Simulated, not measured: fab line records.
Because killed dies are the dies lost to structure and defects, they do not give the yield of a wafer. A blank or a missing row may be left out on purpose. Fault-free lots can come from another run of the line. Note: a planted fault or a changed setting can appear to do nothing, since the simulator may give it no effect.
Split-lot trial -- flow n5-finfet -- on a route of 1938 steps: 7 lots, 21 wafers read

== ON THE SPLIT ==
At N5_GATE_CUT_DESCUM_18 (chemistry O2, time 7 s), the setting time-s was moved away from the recipe's 7 s on 9 of the 21 wafers read, by -20.6% to +19.1%. All remaining wafers had this setting at the recipe value.

== BETWEEN THE SPLIT AND THE READING: the file shows 1 step in between ==
- N5_GATE_CUT_ETCH_28: etches underlayer in N2/H2, target depth 13 nm, time 10.4 s

== THE READING ==
CAR-EUV_of_GATE_CUT_COAT_07.thk-nm (the simulator's own value, which no gauge read), in nm, at N5_GATE_CUT_ETCH_36 (etches SiARC in CF4, target depth 13 nm, time 21.7 s). The file gives no usual value for it. Average 7.1 nm, standard deviation 0.1 nm, over the 12 wafers here run with the recipe.

wafer,"tool, chamber at the split","time-s as run, s",against the recipe,"CAR-EUV_of_GATE_CUT_COAT_07.thk-nm, nm",against lot-mates on the recipe
L074.3,"rie-diel-01, 2,0",5.886,-15.9%,7.6,+0.6
L074.5,"rie-diel-01, 2,0",5.886,-15.9%,7.6,+0.6
L074.6,"rie-diel-01, 2",7,recipe,7,-
L076.2,"rie-diel-05, 1",7,recipe,7.2,-
L076.4,"rie-diel-05, 1",7,recipe,7.2,-
L076.3,"rie-diel-05, 2",7,recipe,7,-
L079.1,"rie-diel-05, 0",7,recipe,7,-
L079.4,"rie-diel-05, 3",8.34,+19.1%,6.4,-0.6
L079.6,"rie-diel-05, 2",8.34,+19.1%,6.4,-0.6
L083.1,"rie-diel-02, 2",7,recipe,7,-
L083.5,"rie-diel-02, 2",7,recipe,7.2,-
L083.6,"rie-diel-02, 0",5.898,-15.7%,7.4,+0.3
L088.1,"rie-diel-05, 2,3",6.143,-12.2%,7.4,no lot-mate on the recipe
L088.3,"rie-diel-05, 2,3",6.143,-12.2%,7.2,no lot-mate on the recipe
L088.5,"rie-diel-05, 0",6.143,-12.2%,7.2,no lot-mate on the recipe
L092.2,"rie-diel-01, 3",5.558,-20.6%,7.8,+0.7
L092.5,"rie-diel-01, 3",7,recipe,7,-
L092.6,"rie-diel-01, 2",7,recipe,7.2,-
L095.1,"rie-diel-05, 1",7,recipe,7.2,-
L095.5,"rie-diel-05, 1",7,recipe,7.2,-
L095.4,"rie-diel-05, 2",7,recipe,7,-
When a row names more than one chamber, that row covers several wafers, and the file does not tell which wafer ran in which chamber.

FIT RESULTS
A straight line over all 21 wafers: CAR-EUV_of_GATE_CUT_COAT_07.thk-nm changes by -0.03 nm for each +1% of time-s; r = -0.93; the points scatter about the line by 0.13 nm.
The same after taking each lot's own level away (the mean of its wafers on the recipe; 18 wafers): -0.032 nm for each +1%; r = -0.96; scatter 0.098 nm.
According to that fit, moving time-s by its largest amount changes the reading by 0.66 nm.
The lots' own levels span 7.00 to 7.13 nm, that is 1.3 times the standard deviation above.
The two slopes are in agreement: the lot-to-lot level therefore moves the slope only a little.
Check: +0.649 nm against its lot-mates is what the line predicts for one of the wafers moved furthest among these (-20.6%) when that wafer is left out of the fit. Against them it came out at +0.7 nm.

== THESE WAFERS: OTHER SPLITS ==
Note: prior to the reading, these wafers also went through further splits. Each is held against what the fit with the lots' levels taken away leaves over:
other split on the same wafers,wafers away from the commonest value,r with CAR-EUV_of_GATE_CUT_COAT_07.thk-nm (lot level and that fit taken away)
N5_SDB_COAT_03 spin-rpm,11,-0.15
N5_HKMG_FIN_PEB_47 peb-time-s,6,-0.10

== THE WHOLE CHAIN: every reading that the file lists as answering this split, in the file's order ==
step,what it does,reading,change (the file's fit),r (the file's)
N5_GATE_CUT_DESCUM_18,"chemistry O2, time 7 s","CAR-EUV_of_GATE_CUT_COAT_07.thk-nm (the simulator's own value, which no gauge read)",-0.035 nm for each +1% of the setting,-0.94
N5_GATE_CUT_ETCH_36,"etches SiARC in CF4, target depth 13 nm, time 21.7 s","CAR-EUV_of_GATE_CUT_COAT_07.thk-nm (the simulator's own value, which no gauge read)",-0.0311 nm for each +1% of the setting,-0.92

== THE FILE'S OWN FIT ==
CAR-EUV_of_GATE_CUT_COAT_07.thk-nm changes by -0.0311 nm for each +1% of time-s, r = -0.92.
